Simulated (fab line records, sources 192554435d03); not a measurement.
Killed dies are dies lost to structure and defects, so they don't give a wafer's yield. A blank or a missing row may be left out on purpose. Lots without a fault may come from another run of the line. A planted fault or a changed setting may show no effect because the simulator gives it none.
fab line records | flow n5_finfet
record lots=8 wafers=24 last_day=17
route steps=1938 shown DUMMY_GATE@248 SPACER0@258 SD_EPI_N@277 SD_ACTIVATION@332 BEOL_M4@1111 PASSIVATION@1936
lots that met no fault: from a run of the same line without faults
start_h: hours from the record's first day to the start of the lot's first wafer shown | wait_h: hours since the lot's step before | " the same as in the row above | L1.1+2: a row that stands for several wafers | - no value, or no start given | * or withheld: withheld | < > ~ a bound
route shown NAME@n: a module of which the file shows steps, and the number in the route of the first | usual: mean/standard deviation of fault-free wafers | same: alike in all rows | chamber/n: place in a boat | sites: the reading at each site | _std_site: their standard deviation | _edge_site: outer sites' mean less inner sites' | radius_mm: how far each site lies from the wafer's centre | mask NAME#n: copy n | behind: the tool/chamber that last shaped the wafer | hold: why the lot was held/for how many hours/how that ended | device: the transistor (n, p or np) that didn't switch | end of line: the same wafers' tests at the end of the route | a step without rows: its recipe alone | killed: dies lost to structure and defects at the first sort, not the wafer's yield | map: a wafer's dies, x killed, . not, _ none there
set.NAME: the setting as run; set.NAME@STEP: as run at that earlier step | model.NAME: the simulator's own value behind a step, which no gauge read
steps of the route over a sample of lots; a table a step, a row a wafer
services: from which hour (start_h, from the record's first day; less than 0 if before it) a tool's chamber was out of use, for how many hours, and why
## steps
# step N5_DUMMY_GATE_ETCH_44
# recipe chemistry=HBr/O2 over_etch_frac=0.7 target_depth_a=1275 stop_on=SiO2 ion_energy_ev=60 bias_w=20 target=poly-Si mask_material=SiO2 pressure_mtorr=20 icp_w=400 HBr_flow_sccm=120 O2_flow_sccm=10
# usual O2_flow_sccm=10.002/0.025 drypump_motor_current_A=5.8/0.31 oes_product_au=0.728/0.015 rf_fwd_power_W=397.5/1.4 throttle_valve_pct=18.56/0.11
# columns lot.wafer tool chamber start_h wait_h O2_flow_sccm drypump_motor_current_A oes_product_au rf_fwd_power_W rf_hours_counter_h throttle_valve_pct
L244.3 rie_si-01 3 100.19 0.0 10.000 6.0 0.707 397.1 101 18.36
L244.4 " 2 " " 9.958 5.4 0.697 398.7 159 18.67
L244.5 " 0 " " 10.022 6.0 0.710 399.2 - 18.46
L246.1 rie_si-05 2 110.60 0.0 10.003 5.5 0.725 399.8 126 18.44
L246.3 " 3 " " 10.031 5.6 0.719 396.5 188 18.54
L246.5 " 3 " " 10.014 5.6 0.724 396.4 - 18.55
L247.2 rie_si-04 3 115.42 0.0 10.014 6.0 0.704 395.1 54 18.53
L247.4 " 0 " " 10.014 6.0 0.727 398.7 24 18.57
L247.5 " 0 " " 9.995 6.0 0.740 398.2 - 18.59
L249.2 rie_si-04 1 126.22 0.0 10.001 6.2 0.730 398.7 83 18.79
L249.3 " 0 " " 9.932 6.1 0.759 398.0 24 18.58
L249.4 " 3 " " 9.976 6.0 0.722 397.6 54 18.53
L250.3 rie_si-05 2 130.98 0.0 9.978 5.5 0.727 396.5 127 18.43
L250.4 " 3 " " 10.017 5.7 0.729 395.3 189 18.54
L250.5 " 3 " " 9.969 5.7 0.730 397.7 - 18.55
L251.1 rie_si-04 0 137.18 0.0 10.032 6.1 0.749 398.2 24 18.57
L251.3 " 3 " " 10.017 5.9 0.715 397.4 54 18.52
L251.4 " 1 " " 10.017 6.2 0.726 398.0 83 18.80
L252.1 rie_si-05 2 150.14 0.0 9.958 5.5 0.725 399.0 127 18.42
L252.2 " 3 " " 9.999 5.6 0.717 395.4 189 18.55
L252.3 " 1 " " 10.025 5.3 0.751 397.1 151 18.48
L259.1 rie_si-05 1 189.80 0.0 9.995 5.3 0.753 398.3 151 18.47
L259.2 " 2 " " 9.968 5.5 0.722 397.9 128 18.43
L259.4 " 1 " " 9.984 5.3 0.753 396.4 - 18.48
# step N5_SPACER0_ALD_07
# recipe material=SiNx target_thk_a=20 temp_c=400 ald_precursor_family=SiH2I2 ald_co_reactant=N2/H2-plasma pressure_torr=2
# usual chamber_pressure_Torr=2.000/0.0046 heater_power_outer_w=525/69 heater_power_w=841/100
# columns lot.wafer tool chamber start_h wait_h chamber_pressure_Torr heater_power_outer_w heater_power_w
L244.3 ald_sin-01 1 100.73 0.0 2.007 528 858
L244.4 " 2 " " 2.003 414 708
L244.5 " 2 " " 2.001 428 689
L246.1 ald_sin-01 2 111.18 0.0 2.009 417 695
L246.3 " 1 " " 1.994 527 873
L246.5 " 1 " " 1.996 522 862
L247.2 ald_sin-03 0 116.07 0.0 1.997 427 806
L247.4 " 2 " " 2.000 535 897
L247.5 " 2 " " 2.003 529 861
L249.2 ald_sin-01 0 127.42 0.7 1.998 628 1026
L249.3 " 1 " " 2.001 521 857
L249.4 " 3 " " 2.001 528 794
L250.3 ald_sin-03 2 131.94 0.6 2.006 533 847
L250.4 " 0 " " 2.002 432 805
L250.5 " 2 " " 1.998 530 871
L251.1 ald_sin-03 0 137.65 0.0 1.996 427 785
L251.3 " 1 " " 2.000 595 856
L251.4 " 3 " " 2.004 486 771
L252.1 ald_sin-01 1 150.57 0.0 1.999 512 873
L252.2 " 0 " " 1.998 652 1065
L252.3 " 3 " " 1.999 518 793
L259.1 ald_sin-03 0 190.96 0.8 1.997 447 788
L259.2 " 2 " " 1.995 526 849
L259.4 " 3 " " 1.999 498 778
# step N5_SD_EPI_N_ETCHBACK_44
# recipe chemistry=CH3F/O2 mode=anisotropic_etchback target=SiNx target_depth_a=145 stop_on=SiO2 over_etch_frac=0.3 ion_energy_ev=120 pressure_mtorr=30 source_w=395 bias_w=73 Ar_flow_sccm=150 CH3F_flow_sccm=30 O2_flow_sccm=20
# usual O2_flow_sccm=19.98/0.056 drypump_motor_current_A=5.8/0.41 mfc_ar_sccm=150.1/0.46 oes_product_au=0.64/0.046 rf_fwd_power_W=393.3/1.3 rf_vpp_V=297/3.3 showerhead_plenum_p_Torr=2.01/0.047 throttle_valve_pct=16.45/0.14
# columns lot.wafer tool chamber start_h wait_h O2_flow_sccm drypump_motor_current_A mfc_ar_sccm oes_product_au rf_fwd_power_W rf_hours_counter_h rf_vpp_V showerhead_plenum_p_Torr throttle_valve_pct
L244.3 rie_diel-03 2 102.21 0.0 19.95 5.8 150.2 0.63 392.4 154 296 1.99 16.44
L244.4 " 1 " " 19.92 6.0 150.1 0.60 390.9 223 297 1.98 16.66
L244.5 " 1 " " 19.90 6.0 149.5 0.60 392.8 - 299 1.98 16.64
L246.1 rie_diel-01 2 112.65 0.0 19.96 5.9 150.0 0.67 393.2 123 297 2.02 16.18
L246.3 " 0 " " 19.96 6.5 149.6 0.80 392.5 9 303 2.13 16.35
L246.5 " 1 " " 20.03 6.6 149.8 0.63 392.3 - 298 1.99 16.60
L247.2 rie_diel-03 2 117.51 0.0 19.94 5.8 149.8 0.62 392.3 160 296 1.99 16.47
L247.4 " 3 " " 19.89 6.2 149.8 0.62 395.4 214 301 1.97 16.40
L247.5 " 0 " " 20.05 5.5 149.9 0.60 391.7 - 295 2.06 16.32
L249.2 rie_diel-04 2 129.39 0.0 19.89 5.1 149.9 0.63 393.4 171 294 2.00 16.62
L249.3 " 3 " " 19.96 6.1 149.7 0.60 393.5 235 293 1.97 16.45
L249.4 " 0 " " 20.09 5.4 150.5 0.61 391.2 209 300 1.98 16.34
L250.3 rie_diel-01 2 133.41 0.0 19.97 5.9 150.8 0.66 393.0 129 299 2.01 16.21
L250.4 " 1 " " 19.95 6.6 149.9 0.63 393.5 184 299 1.99 16.61
L250.5 " 1 " " 20.01 6.6 150.6 0.63 394.4 - 296 1.99 16.61
L251.1 rie_diel-04 1 139.17 0.0 19.91 5.7 150.6 0.67 392.3 124 298 2.09 16.53
L251.3 " 0 " " 20.02 5.4 149.7 0.61 394.4 213 299 1.98 16.33
L251.4 " 3 " " 19.97 6.0 150.4 0.60 392.0 240 292 1.97 16.46
L252.1 rie_diel-01 2 152.04 0.0 19.90 5.9 150.2 0.65 390.9 137 298 2.01 16.23
L252.2 " 3 " " 20.12 6.1 150.1 0.74 394.0 44 297 2.04 16.40
L252.3 " 0 " " 20.00 6.4 149.0 0.76 394.5 21 304 2.13 16.37
L259.1 rie_diel-03 3 192.41 0.0 19.94 6.2 150.3 0.60 392.5 241 302 1.96 16.46
L259.2 " 2 " " 20.01 5.8 150.0 0.61 390.8 187 296 1.98 16.49
L259.4 " 3 " " 20.03 6.1 149.7 0.60 392.1 - 301 1.96 16.47
# step N5_SD_EPI_N_EPI_21
# recipe material=Si:P dopant=P temp_c=680 pressure_torr=255 time_s=690
# usual chamber_pressure_Torr=255.0/0.54 epi_growth_time_s=690/0 lamp_inner_pct=15.8/0.63
# columns lot.wafer tool chamber start_h wait_h chamber_pressure_Torr epi_growth_time_s lamp_inner_pct
L244.3 epi_rpcvd-03 0 104.05 0.7 254.7 690 16.7
L244.4 " 0 " " 254.2 690 16.7
L244.5 " 0 " " 254.0 690 16.8
L246.1 epi_rpcvd-03 0 113.91 0.1 255.1 690 16.6
L246.3 " 0 " " 255.6 690 16.6
L246.5 " 0 " " 255.4 690 16.8
L247.2 epi_rpcvd-03 0 119.05 0.4 255.0 690 16.7
L247.4 " 0 " " 254.3 690 16.7
L247.5 " 0 " " 255.2 690 16.5
L249.2 epi_rpcvd-03 0 131.22 0.5 254.5 586.51 16.6
L249.3 " 0 " " 254.3 586.51 16.7
L249.4 " 0 " " 254.6 690 16.7
L250.3 epi_rpcvd-03 0 135.78 0.9 254.5 586.51 16.4
L250.4 " 0 " " 255.0 690 17.0
L250.5 " 0 " " 254.9 690 16.5
L251.1 epi_rpcvd-04 0 140.86 0.3 254.8 690 15.2
L251.3 " 0 " " 255.4 690 15.3
L251.4 " 0 " " 255.3 690 15.3
L252.1 epi_rpcvd-04 0 153.48 0.2 254.9 690 15.6
L252.2 " 0 " " 254.9 690 15.4
L252.3 " 0 " " 255.5 690 15.6
L259.1 epi_rpcvd-04 0 193.85 0.2 255.0 690 15.5
L259.2 " 0 " " 255.3 690 15.3
L259.4 " 0 " " 255.4 690 15.6
# step N5_SD_EPI_N_EPI_MEAS_23
# recipe mode=xrd
# usual thk_nm=58.8/1.3
# columns lot.wafer tool chamber start_h wait_h thk_nm
L244.3 film_metro-02 - 105.21 0.9 57.6
L244.4 " - " " 58.9
L244.5 " - " " 59.9
L246.1 film_metro-02 - 115.63 1.4 58.0
L246.3 " - " " 55.5
L246.5 " - " " 58.3
L247.2 film_metro-02 - 120.50 1.2 59.8
L247.4 " - " " 58.1
L247.5 " - " " 61.2
L249.2 film_metro-02 - 133.12 1.5 53.1
L249.3 " - " " 52.6
L249.4 " - " " 57.7
L250.3 film_metro-01 - 137.31 1.2 52.9
L250.4 " - " " 57.5
L250.5 " - " " 59.3
L251.1 film_metro-01 - 143.15 1.9 57.8
L251.3 " - " " 60.5
L251.4 " - " " 58.5
L252.1 film_metro-02 - 155.76 1.9 58.7
L252.2 " - " " 60.6
L252.3 " - " " 59.6
L259.1 film_metro-01 - 196.87 2.5 60.0
L259.2 " - " " 61.2
L259.4 " - " " 59.6
# step N5_SD_ACTIVATION_RS_MEAS_03
# recipe thk_meas_gauge=four-point-probe
# usual RS_SD_N=22.0/0.31 RS_SD_P=56.5/0.82
# columns lot.wafer tool chamber start_h wait_h RS_SD_N[ohm/sq] RS_SD_P[ohm/sq]
L244.3 film_metro-01 - 112.47 0.2 22.1 56.9
L244.4 " - " " 22.2 56.8
L244.5 " - " " 22.2 57.4
L246.1 film_metro-02 - 121.19 0.2 22.0 56.9
L246.3 " - " " 22.8 58.2
L246.5 " - " " 22.2 58.6
L247.2 film_metro-02 - 131.07 0.2 21.7 56.7
L247.4 " - " " 22.1 56.9
L247.5 " - " " 21.9 56.0
L249.2 film_metro-01 - 140.28 0.2 24.3 56.2
L249.3 " - " " 24.8 55.2
L249.4 " - " " 22.1 55.5
L250.3 film_metro-01 - 145.17 0.2 25.0 57.6
L250.4 " - " " 22.1 58.0
L250.5 " - " " 22.0 57.5
L251.1 film_metro-01 - 150.73 0.2 22.0 55.9
L251.3 " - " " 21.9 56.6
L251.4 " - " " 22.0 56.8
L252.1 film_metro-01 - 163.04 0.2 21.9 55.8
L252.2 " - " " 21.8 57.0
L252.3 " - " " 21.6 57.2
L259.1 film_metro-01 - 202.31 0.2 22.1 56.5
L259.2 " - " " 21.7 56.3
L259.4 " - " " 22.2 56.0
# step N5_BEOL_M4_RC_MEAS_101
# usual DIBL_N=36.3/1.2 DIBL_P=36.7/1.5 IOFF_N=0.164/0.02 IOFF_P=0.214/0.024 ION_N=673/8.5 ION_P=461/5.9 REXT_N=75.3/1.5 RS_SD_N=28.5/0.36 SS_N=71.6/0.44 SS_P=73.3/0.55 VT_N=249.4/2.4 VT_P=-250.0/2.3
# columns lot.wafer tool chamber start_h wait_h DIBL_N[mV/V] DIBL_P[mV/V] IOFF_N[nA/um] IOFF_P[nA/um] ION_N[uA/um] ION_P[uA/um] REXT_N[ohm.um] RS_SD_N[ohm/sq] SS_N[mV/dec] SS_P[mV/dec] VT_N[mV] VT_P[mV]
L246.1 prober-01 0 230.53 0.0 35.0 35.5 0.152 0.205 681 469 75.3 28.4 71.4 73.2 250.3 -251.2
L246.3 " 0 " " 35.4 36.4 0.167 0.214 678 463 76.1 28.9 71.4 73.4 247.4 -250.8
L246.5 " 0 " " 36.1 37.2 0.175 0.225 676 459 76.1 28.9 71.8 73.9 247.5 -248.6
L247.2 prober-02 0 233.36 0.2 38.5 39.1 0.217 0.266 692 470 74.6 27.9 72.3 74.8 247.0 -248.6
L247.4 " 0 " " 36.8 37.5 0.172 0.242 673 459 75.4 28.8 72.2 74.5 250.8 -247.8
L247.5 " 0 " " 35.9 35.4 0.151 0.201 667 456 74.7 28.6 71.6 73.4 251.7 -251.3
L244.3 prober-01 0 234.01 0.3 36.1 37.7 0.172 0.219 683 464 73.1 28.9 71.6 73.4 248.2 -248.6
L244.4 " 0 " " 35.7 37.2 0.164 0.210 677 464 73.3 28.6 72.1 73.6 248.6 -251.2
L244.5 " 0 " " 37.2 39.5 0.199 0.248 689 465 73.5 28.7 72.6 75.0 244.6 -247.5
L250.3 prober-01 0 254.05 0.3 37.5 36.8 0.171 0.223 669 460 80.8 32.3 72.2 73.9 252.3 -249.7
L250.4 " 0 " " 36.6 36.3 0.165 0.218 671 460 76.3 28.6 71.4 73.3 248.3 -249.7
L250.5 " 0 " " 36.7 36.4 0.160 0.224 678 467 77.1 28.6 72.6 73.4 253.3 -249.6
L249.2 prober-02 0 254.19 0.2 36.8 37.6 0.157 0.190 656 452 80.0 31.8 71.1 73.3 251.7 -252.2
L249.3 " 0 " " 38.2 39.0 0.174 0.217 665 462 79.5 32.0 71.5 73.3 250.6 -253.4
L249.4 " 0 " " 38.2 39.6 0.188 0.213 659 452 75.5 28.8 72.3 73.2 244.9 -249.8
L251.1 prober-02 0 259.92 0.0 36.7 37.1 0.162 0.224 672 470 75.4 29.0 71.6 73.3 249.7 -247.1
L251.3 " 0 " " 35.7 36.7 0.147 0.218 673 466 76.1 28.8 71.1 73.3 252.8 -246.9
L251.4 " 0 " " 34.9 35.7 0.131 0.195 666 462 75.2 28.5 71.6 73.3 253.9 -247.2
L252.1 prober-02 0 269.18 0.0 36.0 36.7 0.159 0.232 679 466 73.0 28.2 72.1 73.3 249.3 -248.2
L252.2 " 0 " " 34.2 33.7 0.129 0.190 669 463 72.8 27.9 71.5 72.7 251.4 -248.6
L252.3 " 0 " " 35.2 34.7 0.141 0.192 663 457 71.6 28.2 71.1 72.7 250.4 -251.4
L259.1 prober-02 0 307.18 0.0 36.3 38.1 0.159 0.214 680 465 74.1 28.4 71.2 73.8 251.0 -251.5
L259.2 " 0 " " 36.1 38.3 0.160 0.214 672 465 73.4 28.1 71.2 73.3 251.5 -250.7
L259.4 " 0 " " 38.6 40.1 0.200 0.258 682 469 74.0 28.6 72.3 74.7 247.2 -249.7
# step N5_PASSIVATION_PROBE_49
# usual defect_limited_yield=91.2/1.5 killed_at_M0_to_M3=35/11 killed_at_M4_up=13/5.6 killed_at_contacts=13/6.3 killed_at_front_end=38/12 killed_at_other=3.7/2.9 killed_dies=104/18 killed_open=69/13 killed_short=34/8.3 sort_bin_5_function=5.2/0.95 sort_bin_6_memory=3.3/0.68 sort_n_pass=1076/18 sort_yield_pct=91.2/1.5
# same gross_dies=1180 killed_at_back_side=0 sort_bin_4_leakage[%]=0 sort_bin_8_speed[%]=0
# columns lot.wafer tool chamber start_h wait_h defect_limited_yield[%] killed_at_M0_to_M3 killed_at_M4_up killed_at_contacts killed_at_front_end killed_at_other killed_dies killed_open killed_short sort_bin_5_function[%] sort_bin_6_memory[%] sort_n_pass sort_yield_pct[%]
L244.3 prober-01 - 333.66 0.1 91.3 28 14 7 50 4 103 68 33 5.8 2.8 1077 91.3
L244.4 prober-01 - 333.71 0.2 89.5 39 10 24 43 8 124 85 39 5.8 4.5 1056 89.5
L244.5 prober-01 - 333.76 0.2 91.6 23 18 14 40 4 99 68 29 4.7 3.5 1081 91.6
L246.5 prober-01 - 338.04 0.2 88.7 54 14 18 43 4 133 79 50 7.0 3.6 1047 88.7
L247.2 prober-01 - 341.59 0.1 91.9 11 19 5 60 0 95 63 32 5.1 2.8 1085 91.9
L247.4 prober-01 - 341.69 0.2 91.1 25 17 10 46 7 105 65 39 5.8 2.8 1075 91.1
L247.5 prober-01 - 341.74 0.2 90.7 24 12 14 60 0 110 83 26 5.8 3.5 1070 90.7
L249.2 prober-01 - 359.80 0.1 89.9 50 17 10 41 1 119 73 45 5.6 4.0 1061 89.9
L249.3 prober-01 - 359.85 0.1 90.0 47 15 12 42 2 118 78 39 5.2 4.5 1062 90.0
L249.4 prober-01 - 359.90 0.2 91.0 32 10 13 47 4 106 70 36 5.2 3.6 1074 91.0
L250.3 prober-01 - 362.83 0.1 93.4 28 6 11 26 7 78 53 25 3.9 2.5 1102 93.4
L250.4 prober-01 - 362.88 0.2 92.5 29 5 14 35 6 89 62 27 3.7 3.6 1091 92.5
L250.5 prober-01 - 362.93 0.2 92.9 30 4 1 38 11 84 52 32 4.2 2.9 1096 92.9
L252.1 prober-01 - 378.64 0.0 90.3 37 13 16 47 2 115 86 28 5.3 4.3 1065 90.3
L252.2 prober-01 - 378.69 0.1 92.5 21 7 20 37 3 88 59 29 4.7 2.5 1092 92.5
L252.3 prober-01 - 378.74 0.1 91.4 39 5 30 25 2 101 75 25 4.2 4.0 1079 91.4
# killed by level:class
L244.3 FIN_SAQP:geometric_particle:open=21 FIN_SAQP:geometric_particle:short=11 BEOL_M0_SAQP:geometric_particle:open=10 BEOL_M4:geometric_particle:open=7 BEOL_M0_SAQP:geometric_particle:short=5 BEOL_M1:geometric_particle:open=5 BEOL_M1:geometric_particle:short=4 MOL_CONTACT_COAG:geometric_particle:short=3
L244.4 MOL_CONTACT_COAG:geometric_particle:open=19 BEOL_M0_SAQP:geometric_particle:open=14 FIN_SAQP:geometric_particle:open=13 BEOL_M0_SAQP:geometric_particle:short=11 DUMMY_GATE:geometric_particle:open=9 BEOL_M1:geometric_particle:open=9 FIN_SAQP:geometric_particle:short=6 MOL_CONTACT_COAG:geometric_particle:short=5
L244.5 FIN_SAQP:geometric_particle:open=12 MOL_CONTACT_COAG:geometric_particle:open=11 FIN_SAQP:geometric_particle:short=7 DUMMY_GATE:geometric_particle:open=7 BEOL_M3:geometric_particle:open=6 BEOL_M4:geometric_particle:open=6 BEOL_M0_SAQP:geometric_particle:short=5 BEOL_M1:geometric_particle:open=5
L246.5 BEOL_M0_SAQP:geometric_particle:open=24 BEOL_M0_SAQP:geometric_particle:short=20 MOL_CONTACT_COAG:geometric_particle:open=14 STI_FIN_REVEAL:geometric_particle:open=8 FIN_SAQP:geometric_particle:short=7 FIN_SAQP:geometric_particle:open=6 GATE_CUT:geometric_particle:short=5 FIN_CUT:geometric_particle:short=3
L247.2 STI_FIN_REVEAL:geometric_particle:open=19 FIN_SAQP:geometric_particle:open=16 BEOL_M4:geometric_particle:open=8 FIN_SAQP:geometric_particle:short=8 BEOL_M0_SAQP:geometric_particle:short=4 BEOL_M8:geometric_particle:short=3 MOL_CONTACT_COAG:geometric_particle:short=3 BEOL_M8:geometric_particle:open=3
L247.4 FIN_SAQP:geometric_particle:short=12 BEOL_M0_SAQP:geometric_particle:open=10 FIN_SAQP:geometric_particle:open=8 MOL_CONTACT_COAG:geometric_particle:open=8 BEOL_M0_SAQP:geometric_particle:short=7 BEOL_M4:geometric_particle:open=7 GATE_CUT:geometric_particle:short=6 GATE_CUT:geometric_particle:open=5
L247.5 FIN_SAQP:geometric_particle:open=22 STI_FIN_REVEAL:geometric_particle:open=14 MOL_CONTACT_COAG:geometric_particle:open=11 BEOL_M1:geometric_particle:open=9 FIN_SAQP:geometric_particle:short=6 BEOL_M7:geometric_particle:open=5 BEOL_M3:geometric_particle:open=5 DUMMY_GATE:geometric_particle:open=4
L249.2 STI_FIN_REVEAL:geometric_particle:open=12 BEOL_M2:geometric_particle:open=10 BEOL_M0_SAQP:geometric_particle:open=10 BEOL_M1:geometric_particle:open=9 BEOL_M4:geometric_particle:open=9 STI_FIN_REVEAL:geometric_particle:short=8 BEOL_M0_SAQP:geometric_particle:short=8 MOL_CONTACT_COAG:geometric_particle:short=5
L249.3 BEOL_M1:geometric_particle:open=16 BEOL_M0_SAQP:geometric_particle:short=12 FIN_SAQP:geometric_particle:open=10 STI_FIN_REVEAL:geometric_particle:open=10 MOL_CONTACT_COAG:geometric_particle:open=9 BEOL_M0_SAQP:geometric_particle:open=8 FIN_SAQP:geometric_particle:short=5 BEOL_M5:geometric_particle:open=5
L249.4 STI_FIN_REVEAL:geometric_particle:open=19 BEOL_M1:geometric_particle:open=10 MOL_CONTACT_COAG:geometric_particle:open=10 BEOL_M3:geometric_particle:open=8 FIN_SAQP:geometric_particle:open=6 FIN_SAQP:geometric_particle:short=6 BEOL_M0_SAQP:geometric_particle:open=4 BEOL_M5:geometric_particle:short=4
L250.3 MOL_CONTACT_COAG:geometric_particle:open=7 BEOL_M3:geometric_particle:open=6 STI_FIN_REVEAL:geometric_particle:open=5 BEOL_M1:geometric_particle:open=5 MOL_CONTACT_COAG:geometric_particle:short=4 BEOL_M0_SAQP:geometric_particle:open=4 BEOL_M0:geometric_particle:open=4 FIN_SAQP:geometric_particle:open=3
L250.4 STI_FIN_REVEAL:geometric_particle:open=10 MOL_CONTACT_COAG:geometric_particle:open=10 BEOL_M0:geometric_particle:open=7 BEOL_M3:geometric_particle:open=7 GATE_CUT:geometric_particle:short=5 DUMMY_GATE:geometric_particle:open=4 BEOL_M2:geometric_particle:open=4 MOL_CONTACT_COAG:geometric_particle:short=4
L250.5 BEOL_M0_SAQP:geometric_particle:short=9 STI_FIN_REVEAL:geometric_particle:open=8 GATE_CUT:geometric_particle:short=7 FIN_SAQP:geometric_particle:open=6 FIN_SAQP:geometric_particle:short=5 DUMMY_GATE:geometric_particle:open=5 BEOL_M0_SAQP:geometric_particle:open=5 BEOL_M2:geometric_particle:open=5
L252.1 FIN_SAQP:geometric_particle:open=20 BEOL_M3:geometric_particle:open=13 MOL_CONTACT_COAG:geometric_particle:open=13 BEOL_M4:geometric_particle:open=9 BEOL_M0_SAQP:geometric_particle:open=8 BEOL_M2:geometric_particle:open=6 FIN_SAQP:geometric_particle:short=5 ILD0:geometric_particle:short=5
L252.2 MOL_CONTACT_COAG:geometric_particle:open=17 FIN_SAQP:geometric_particle:open=9 BEOL_M2:geometric_particle:open=8 GATE_CUT:geometric_particle:short=7 BEOL_M4:geometric_particle:open=6 GATE_CUT:geometric_particle:open=4 MOL_CONTACT_COAG:geometric_particle:short=3 BEOL_M0_SAQP:geometric_particle:short=3
L252.3 MOL_CONTACT_COAG:geometric_particle:open=23 BEOL_M2:geometric_particle:open=9 MOL_CONTACT_COAG:geometric_particle:short=7 BEOL_M1:geometric_particle:open=7 BEOL_M3:geometric_particle:open=7 BEOL_M0_SAQP:geometric_particle:open=6 STI_FIN_REVEAL:geometric_particle:open=5 BEOL_M0_SAQP:geometric_particle:short=5
## services
# columns tool chamber start_h hours kind
ald_sin-03 2 78.97 1.4 repair
ald_sin-03 - 85.46 14.0 pm
ald_sin-03 0 85.46 14.0 vent_cycle
ald_sin-03 1 85.46 14.0 vent_cycle
ald_sin-03 2 85.46 14.0 vent_cycle
ald_sin-03 3 85.46 14.0 vent_cycle
rie_diel-03 3 90.78 8.7 repair
ald_sin-03 0 99.46 - clean
ald_sin-03 1 99.46 - clean
ald_sin-03 2 99.46 - clean
ald_sin-03 3 99.46 - clean
ald_sin-03 - 114.28 0.5 repair
rie_diel-03 2 120.65 6.2 repair
rie_diel-01 1 121.10 5.2 repair
ald_sin-03 - 132.48 2.8 pm
rie_diel-03 0 155.80 6.7 repair
ald_sin-01 - 159.36 2.8 pm
ald_sin-01 - 163.98 6.0 pm
ald_sin-03 - 166.32 13.6 repair
epi_rpcvd-04 - 168.86 1.7 repair
rie_si-01 2 174.11 15.4 repair
ald_sin-03 - 179.96 6.0 pm
rie_si-05 3 185.26 - clean
rie_si-05 3 185.26 18.1 scheduled_down
## key
first_sign step=N5_SD_EPI_N_EPI_21 reading=epi_growth_time_s direction=down sigmas=99+ usual=* struck=*
effect step=N5_SD_EPI_N_EPI_MEAS_23 reading=thk_nm direction=down sigmas=4.6 usual=* struck=*
effect step=N5_SD_ACTIVATION_RS_MEAS_03 reading=RS_SD_N direction=up sigmas=8.7 usual=22.0 struck=24.7
effect step=N5_BEOL_M4_RC_MEAS_101 reading=RS_SD_N direction=up sigmas=9.8 usual=28.5 struck=32.0
effect step=N5_BEOL_M4_RC_MEAS_101 reading=REXT_N direction=up sigmas=3.3 usual=75.3 struck=80.1
met_at N5_SD_EPI_N_EPI_21
struck_lots L249,L250
struck_wafers L249.2,L249.3,L250.3
not_acting_at N5_DUMMY_GATE_ETCH_44,N5_SPACER0_ALD_07,N5_SD_EPI_N_ETCHBACK_44
fault kind=process_parameter_drift tool=epi_rpcvd-03 chamber=- onset_h=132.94 steps=N5_SD_EPI_N_EPI_21 channel=epi_growth_time_s offset=* shape=step end_h=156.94 scope=struck_wafers_only stated=*
